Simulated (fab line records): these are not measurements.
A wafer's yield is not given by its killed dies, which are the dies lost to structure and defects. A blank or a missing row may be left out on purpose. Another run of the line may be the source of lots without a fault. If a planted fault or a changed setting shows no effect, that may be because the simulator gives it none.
Chamber matching ; flow n5_finfet ; pecvd-03 running N5_FIN_SAQP_PECVD_47: 3 sister chambers
The step deposits a-Si from SiH4/He, target thk 45 nm, time 36.3 s. 3 wafers are shown with their chamber, then 8 later ones without.

== WAFERS PAIRED WITH THEIR CHAMBERS ==
wafer;chamber;throttle_valve_pct (%)
L090.1;0;18.9
L090.3;2;16.8
L092.4;1;20.0

== WAFERS WHOSE CHAMBER IS MISSING ==
wafer;throttle_valve_pct (%)
L092.5;18.8
L092.6;17.1
L093.1;17.2
L093.4;16.7
L093.6;19.8
L097.1;16.7
L097.3;20.1
L097.6;19.9

== WHICH CHAMBER EACH WENT THROUGH ==
wafer;from the rows above;in truth
L092.5;0;0
L092.6;2;2
L093.1;2;2
L093.4;2;2
L093.6;1;1
L097.1;2;2
L097.3;1;1
L097.6;1;1
Placed correctly: 8 of 8. Not placeable from these rows: 0. Wrongly placed: 0.
How it was worked out, from the rows above alone: a wafer's distance from a chamber is the root of the sum, over the readings, of the square of ((its reading less the chamber's mean) divided by the reading's scatter). The wafer belongs to the nearest chamber; if the next one is less than 2 further off, it can't be placed. Each chamber's mean is taken over the wafers shown for it. The scatter: root of mean squared gap, hidden wafer to nearest shown wafer, with one shown wafer a chamber.
